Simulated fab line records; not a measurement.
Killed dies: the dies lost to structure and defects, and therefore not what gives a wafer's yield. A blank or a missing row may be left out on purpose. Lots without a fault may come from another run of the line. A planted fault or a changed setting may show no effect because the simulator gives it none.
Struck lot and sound lot, side by side / flow n5-finfet / 11 steps out of a route of 1938
Sound: wafers L834.3, L834.4, L834.5. Wafers L826.2, L826.3, L826.5 were the ones struck. Last of all comes the cause.
For every step that has rows: the tool of each side, followed by ch and its chambers, followed by its first start. Under that, the readings that differ: sound wafers / struck wafers / difference of the means / sigmas: that difference in standard deviations of wafers without a fault.
alike: same words and numbers on both sides, and readings whose means sit less than 2 such deviations apart. not compared: any withheld reading, any reading some wafer has no value for, any bound like >300 that may hide the same value, and any number with overlapping values for which the record gives no deviation.
The two part at a step that has a row with sigmas, a row that says differs or no value, or rows on one side only. When numbers do not overlap yet have no deviation, they are printed without sigmas and do not part them. Lack of a reading on every wafer of one side parts them only where that side has two or more wafers.

first, 7 steps without rows for these wafers: N5_SD_ACTIVATION_LSA_01 (time 0.0008 s); N5_ILD0_LINER_00 (material SiNx, target thk 4 nm, pulse time 1 s, purge time 2 s); N5_ILD0_FCVD_FILL_01 (material SiO2 flowable, target thk 200 nm, time 328.3 s); N5_ILD0_CURE_02 (time 1800 s); N5_ILD0_CMP_03 (polishes, stops on SiNx, t overpolish 1.9 s, target thk 197.38 nm); N5_ILD0_CMP_07 (polishes SiO2 flowable, stops on poly-Si, t overpolish 1.18 s, target thk 138.88 nm); N5_ILD0_PRECLEAN_10 (cleans in NF3:NH3, afs cycles 5, time 20 s, sublimation time 60 s).
N5_ILD0_ALD_15: deposits SiNx, target thk 24 nm, pulse time 1 s, ald cycles 480.
  sound on ald-sin-01 ch 0,2, day 9 05:11; struck on ald-sin-03 ch 0,2, day 7 05:12
  no value came back on the struck wafers for ald-cycles, chamber-pressure-Torr (Torr), heater-power-w (W), precursor-pulse-height-rel; on the sound wafers ald-cycles reads 480 480 480
N5_ILD0_CMP_12: polishes SiNx, stops on poly-Si, t overpolish 6 s, target thk 17.67 nm.
  sound on cmp-04 ch 0,1,2, day 9 07:27; struck on cmp-03 ch 0,1,2, day 7 07:28
  no value came back on the struck wafers for overpolish-run-s (s), time-to-endpoint-s (s); on the sound wafers overpolish-run-s (s) reads 6.006 6.014 5.986
reading=model.SiO2_flowable_of_ILD0_FCVD_FILL_01.thk-nm (nm); sound=121.2 119.6 121.2; struck=17.2 16.8 16; difference=-104.0; sigmas=
  alike: motor-current-A, platen-rpm
N5_BEOL_M4_RC_MEAS_101:
  the record has rows for the sound wafers here (prober-01 ch 0, day 13 06:36) and none for the struck ones
-- a jump in the record: the struck wafers' starts before and after are 9 days apart (it breaks off in module BEOL_M4 and resumes in module PASSIVATION, where the first step shown is number 1936 of the route) --
N5_PASSIVATION_PROBE_49:
  sound: prober-01 at day 17 07:23; struck: prober-02 at day 15 22:50
reading=defect-limited-yield (%); sound=92.2 91.7 91.1; struck=29.0 27.5 27.9; difference=-63.5; sigmas=-42
reading=killed-at-front-end; sound=36 34 44; struck=759 801 761; difference=+736; sigmas=+67
reading=killed-dies; sound=92 98 105; struck=838 856 851; difference=+750; sigmas=+42
reading=killed-on-rim; sound=11 16 15; struck=147 152 149; difference=+135; sigmas=+34
reading=sort_bin_5_function (%); sound=4.9 4.7 5.2; struck=66.7 69.2 68.3; difference=+63.1; sigmas=+63
reading=sort-n-pass; sound=1088 1082 1075; struck=342 324 329; difference=-750; sigmas=-42
reading=sort-yield-pct (%); sound=92.2 91.7 91.1; struck=29.0 27.5 27.9; difference=-63.5; sigmas=-42
  alike: killed_at_M0_to_M3, killed_at_M4_up, killed-at-contacts, killed-at-other, killed-open, killed-short, sort_bin_6_memory

## WHERE THEY PART
At N5_ILD0_ALD_15 first; at N5_PASSIVATION_PROBE_49 last (within this record only).

WHY: what the simulator had put in
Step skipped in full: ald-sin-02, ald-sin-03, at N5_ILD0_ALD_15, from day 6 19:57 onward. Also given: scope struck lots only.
